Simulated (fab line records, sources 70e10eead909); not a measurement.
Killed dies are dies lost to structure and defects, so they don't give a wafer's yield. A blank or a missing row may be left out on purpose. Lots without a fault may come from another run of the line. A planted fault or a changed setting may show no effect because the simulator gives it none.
Chamber matching | flow nand_harc | NHARC_P_BONDPAD_STRIP_15 on rie_diel-08: 3 sister chambers
The step strips in O2. 20 wafers are shown with their chamber, then 5 later ones without.

WAFERS WITH THEIR CHAMBER
wafer  | chamber | drypump_motor_current_A (A) | oes_product_au (a.u.) | rf_vpp_V (V)
L414.4 | 0       | 5.6                         | 1.013                 | 56.9
L414.5 | 1       | 6.0                         | 1.020                 | 57.9
L414.6 | 0       | 5.6                         | 1.018                 | 55.9
L421.1 | 3       | 5.0                         | 0.990                 | 58.9
L421.3 | 0       | 5.6                         | 0.995                 | 57.6
L421.6 | 1       | 6.0                         | 1.009                 | 58.3
L423.1 | 0       | 5.6                         | 0.992                 | 56.6
L423.2 | 1       | 6.0                         | 1.010                 | 56.7
L423.4 | 3       | 5.0                         | 0.999                 | 57.9
L425.2 | 0       | 5.7                         | 1.006                 | 56.6
L425.3 | 3       | 5.0                         | 0.985                 | 57.8
L425.4 | 1       | 6.0                         | 1.010                 | 58.3
L426.1 | 1       | 6.1                         | 1.015                 | 57.6
L426.2 | 0       | 5.6                         | 0.996                 | 57.7
L426.6 | 0       | 5.6                         | 1.008                 | 57.3
L428.3 | 0       | 5.6                         | 0.998                 | 56.7
L428.5 | 0       | 5.6                         | 1.001                 | 59.5
L428.6 | 1       | 6.0                         | 1.016                 | 57.5
L429.2 | 1       | 6.0                         | 1.030                 | 57.0
L429.3 | 0       | 5.7                         | 1.004                 | 56.1

SIGNATURES (means of the wafers above)
reading                 | chamber 0 | chamber 1 | chamber 3 | scatter within a chamber
drypump_motor_current_A | 5.620     | 6.014     | 5.000     | 0.038
oes_product_au          | 1.00310   | 1.01571   | 0.99133   | 0.00789
rf_vpp_V                | 57.090    | 57.614    | 58.200    | 0.859
Rule: a wafer's distance from a chamber is the root of the sum, over the readings, of the square of ((its reading less the chamber's mean) divided by the reading's scatter). The wafer belongs to the nearest chamber; if the next one is less than 2 further off, it can't be placed. The scatter: the root of (the sum of the squares of (reading less its chamber's mean) over the shown wafers, divided by (wafers less chambers)).

WAFERS WITHOUT THEIR CHAMBER
wafer  | drypump_motor_current_A (A) | oes_product_au (a.u.) | rf_vpp_V (V)
L429.4 | 5.0                         | 0.998                 | 59.1
L430.4 | 5.6                         | 1.015                 | 56.9
L431.1 | 5.0                         | 1.007                 | 58.6
L431.4 | 5.6                         | 0.996                 | 57.7
L432.4 | 5.0                         | 0.998                 | 57.0

WHICH CHAMBER EACH WENT THROUGH
wafer  | from the rows above | in truth
L429.4 | 3                   | 3
L430.4 | 0                   | 0
L431.1 | 3                   | 3
L431.4 | 0                   | 0
L432.4 | 3                   | 3
Placed correctly: 5 of 5. Can't be placed from these rows: 0. Placed wrongly: 0.
